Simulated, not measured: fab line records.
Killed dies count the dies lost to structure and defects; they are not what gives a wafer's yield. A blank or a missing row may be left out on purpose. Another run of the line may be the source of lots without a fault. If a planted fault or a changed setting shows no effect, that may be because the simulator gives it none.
Chamber matching    flow n5-finfet    N5_BEOL_M7_ILD_DEP_00 on pecvd-01: 3 sister chambers
The step deposits SiCOH lowk from DEMS/porogen, target thk 179.75 nm, time 33.4 s. 3 wafers are shown with their chamber, then 7 later ones without.

WAFERS PAIRED WITH THEIR CHAMBERS
wafer   chamber  throttle-valve-pct (%)
L539.4  2        12.3
L540.1  1        14.3
L540.3  0        14.8

WAFERS WHOSE CHAMBER IS MISSING
wafer   throttle-valve-pct (%)
L540.4  14.2
L541.2  14.7
L541.3  14.6
L541.4  14.4
L542.3  14.4
L542.4  14.2
L542.5  12.5

WHICH CHAMBER EACH WENT THROUGH
wafer   from the rows above      in truth
L540.4  1                        1
L541.2  0                        0
L541.3  can't be placed: 0 or 1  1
L541.4  1                        1
L542.3  1                        1
L542.4  1                        1
L542.5  2                        2
Correctly placed: 6 of 7. Not placeable from these rows: 1 (in 1, the candidates include the true chamber). Wrongly placed: 0.
How it was worked out, from the rows above alone: a wafer's distance from a chamber is the root of the sum, over the readings, of the square of ((its reading less the chamber's mean) divided by the reading's scatter). The wafer belongs to the nearest chamber; if the next one is less than 2 further off, it can't be placed. For every chamber, the mean is computed from those of its wafers that are shown. The scatter (one wafer shown for each chamber): square how far every hidden wafer sits from the nearest shown wafer, average those squares and take the square root.
